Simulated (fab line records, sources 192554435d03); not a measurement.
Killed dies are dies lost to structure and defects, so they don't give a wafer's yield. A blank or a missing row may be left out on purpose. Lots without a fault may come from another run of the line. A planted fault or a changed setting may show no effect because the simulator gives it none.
Chamber matching | flow n5_finfet | N5_BEOL_M2_DESCUM_16 on rie_diel-02: 4 sister chambers
The step chemistry O2, time 7 s. 8 wafers are shown with their chamber, then 10 later ones without.

WAFERS WITH THEIR CHAMBER
wafer  | chamber | drypump_motor_current_A (A) | showerhead_plenum_p_Torr (Torr)
L083.1 | 0       | 5.7                         | 1.98
L086.1 | 1       | 5.0                         | 2.14
L086.4 | 3       | 5.4                         | 2.12
L084.1 | 0       | 5.7                         | 1.98
L084.5 | 1       | 4.9                         | 2.14
L084.6 | 2       | 5.9                         | 2.15
L089.3 | 3       | 5.4                         | 2.12
L089.4 | 2       | 5.9                         | 2.14

WAFERS WITHOUT THEIR CHAMBER
wafer  | drypump_motor_current_A (A) | showerhead_plenum_p_Torr (Torr)
L089.5 | 5.6                         | 1.98
L091.1 | 5.4                         | 2.12
L091.3 | 5.9                         | 2.14
L091.4 | 5.0                         | 2.14
L094.4 | 5.4                         | 2.11
L094.5 | 5.7                         | 1.98
L094.6 | 5.4                         | 2.11
L097.4 | 4.9                         | 2.14
L097.5 | 5.7                         | 1.97
L097.6 | 5.4                         | 2.11

WHICH CHAMBER EACH WENT THROUGH
wafer  | from the rows above | in truth
L089.5 | 0                   | 0
L091.1 | 3                   | 3
L091.3 | 2                   | 2
L091.4 | 1                   | 1
L094.4 | 3                   | 3
L094.5 | 0                   | 0
L094.6 | 3                   | 3
L097.4 | 1                   | 1
L097.5 | 0                   | 0
L097.6 | 3                   | 3
Placed correctly: 10 of 10. Can't be placed from these rows: 0. Placed wrongly: 0.
How it was worked out, from the rows above alone: a wafer's distance from a chamber is the root of the sum, over the readings, of the square of ((its reading less the chamber's mean) divided by the reading's scatter). The wafer belongs to the nearest chamber; if the next one is less than 2 further off, it can't be placed. A chamber's mean is the mean of its shown wafers. The scatter: the root of (the sum of the squares of (reading less its chamber's mean) over the shown wafers, divided by (wafers less chambers)).
